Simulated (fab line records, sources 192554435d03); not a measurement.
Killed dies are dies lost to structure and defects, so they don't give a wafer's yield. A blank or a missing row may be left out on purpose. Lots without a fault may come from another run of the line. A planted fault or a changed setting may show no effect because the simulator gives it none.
Problem report in the 8D (eight disciplines) form, filled by code | flow n5_finfet | the parts of the form that need people (team, actions taken, sign-off) are left out

1. THE PROBLEM
raw_defect_count at N5_BEOL_M2_INSPECT_13 reads a mean of 843 on 3 wafers of 2 lots; wafers without a fault read 419 with a standard deviation of 93. That is +4.6 standard deviations from the usual mean.
The step: inspects for defects (brightfield).
First seen on wafer L255.1, day 9 19:13, on defect_inspect-02. The record holds 24 wafers of 8 lots with a number at this step. Rule for "out", or "out of limits": more than 4 standard deviations from the usual mean. The other wafers with a number count as sound.

2. WHAT IT IS AND WHAT IT IS NOT
question                    | is                     | is not
which readings at this step | raw_defect_count       | -
which lots                  | L255, L256             | L242, L244, L251, L261, L263, L265
which wafers of those lots  | L255.1, L256.1, L256.4 | L255.3, L255.4, L256.5
read on which gauges        | defect_inspect-02      | defect_inspect-01
when                        | from day 9 19:13       | up to then (11 sound wafers); but 10 sound wafers of L256, L261, L263, L265 came after

3. SUSPECTS, AND WHAT RULES EACH OUT
Counting: a tool at a process step up to the reading stays a suspect if it ran every lot that is out. Sound lots after the first of them don't rule it out here, since some wafers of a struck lot are sound.
- the gauge at N5_BEOL_M2_INSPECT_13: ruled out. All the wafers that are out were read on defect_inspect-02, but those of them that N5_PASSIVATION_PROBE_49 has rows for are out there too, on other tools.
- pecvd-03 at N5_BEOL_M2_PECVD_72 (deposits SiO2 from TEOS/O2, target thk 16 nm, time 18 s): kept. It ran every lot that is out, first L255 (day 9 18:18); its last sound lot up to then is L251 (day 8 17:41).
- pvd_sputter-02 at N5_BEOL_M2_HM_DEP_02 (deposits TiN, target thk 20 nm): kept. It ran every lot that is out, first L255 (day 9 18:44); its last sound lot up to then is L244 (day 6 23:04).
- Within pecvd-03 at N5_BEOL_M2_PECVD_72: the wafers that are out ran in chamber 0; their sound lot-mates ran in chamber 1.
Left after counting: pecvd-03 at N5_BEOL_M2_PECVD_72, pvd_sputter-02 at N5_BEOL_M2_HM_DEP_02.

4. THE CAUSE (what the simulator had put in)
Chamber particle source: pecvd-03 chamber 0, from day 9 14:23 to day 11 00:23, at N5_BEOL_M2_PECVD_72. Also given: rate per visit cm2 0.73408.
Counting left 2 suspects, and this tool is among them.

5. THE CHAIN OF EFFECTS, in route order
Each row: a reading whose mean over the struck wafers that have a number lies more than 3 standard deviations from the usual. Only readings for which the record gives a usual standard deviation are gone through. hours: the time from each lot's start at the first step in this table that gives one to its start at this step, as a median over the lots. sigmas: the change in usual standard deviations.
hours | step                    | reading              | usual  | on struck wafers | change | sigmas
0     | N5_BEOL_M2_INSPECT_13   | raw_defect_count     | 419    | 843              | +424   | +4.6
1     | N5_BEOL_M2_INSPECT_30   | raw_defect_count     | 425    | 808              | +383   | +3.5
153   | N5_PASSIVATION_PROBE_49 | defect_limited_yield | 91.0 % | 81.6             | -9.4   | -6.7
153   | N5_PASSIVATION_PROBE_49 | killed_at_M0_to_M3   | 35     | 147              | +112   | +11
153   | N5_PASSIVATION_PROBE_49 | killed_dies          | 107    | 217              | +110   | +6.5
153   | N5_PASSIVATION_PROBE_49 | killed_on_rim        | 15     | 30               | +15    | +3.6
153   | N5_PASSIVATION_PROBE_49 | sort_bin_5_function  | 5.3 %  | 11.6             | +6.3   | +6.8
153   | N5_PASSIVATION_PROBE_49 | sort_n_pass          | 1073   | 963              | -110   | -6.5
153   | N5_PASSIVATION_PROBE_49 | sort_yield_pct       | 90.9 % | 81.6             | -9.3   | -6.6
The process steps in it:
- N5_PASSIVATION_PROBE_49
Later measuring or inspecting steps at which every struck wafer that the step has a row for has a number for every such reading, and none has moved that far: N5_BEOL_M4_RC_MEAS_101.

6. WHAT WOULD HAVE CAUGHT IT SOONER
In this record the first reading out of limits at a measuring or inspecting step was taken at day 9 19:13, 5 hours after the fault began at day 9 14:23.
Of the tool readings at N5_BEOL_M2_PECVD_72 for which the record gives a usual standard deviation, none was out on any struck wafer, so an alarm limit of 4 standard deviations on them would not have fired.
Of the lots that are out (2), L256 began N5_BEOL_M2_PECVD_72 on pecvd-03 after day 9 19:13. A hold on the tool at that time would have spared it.
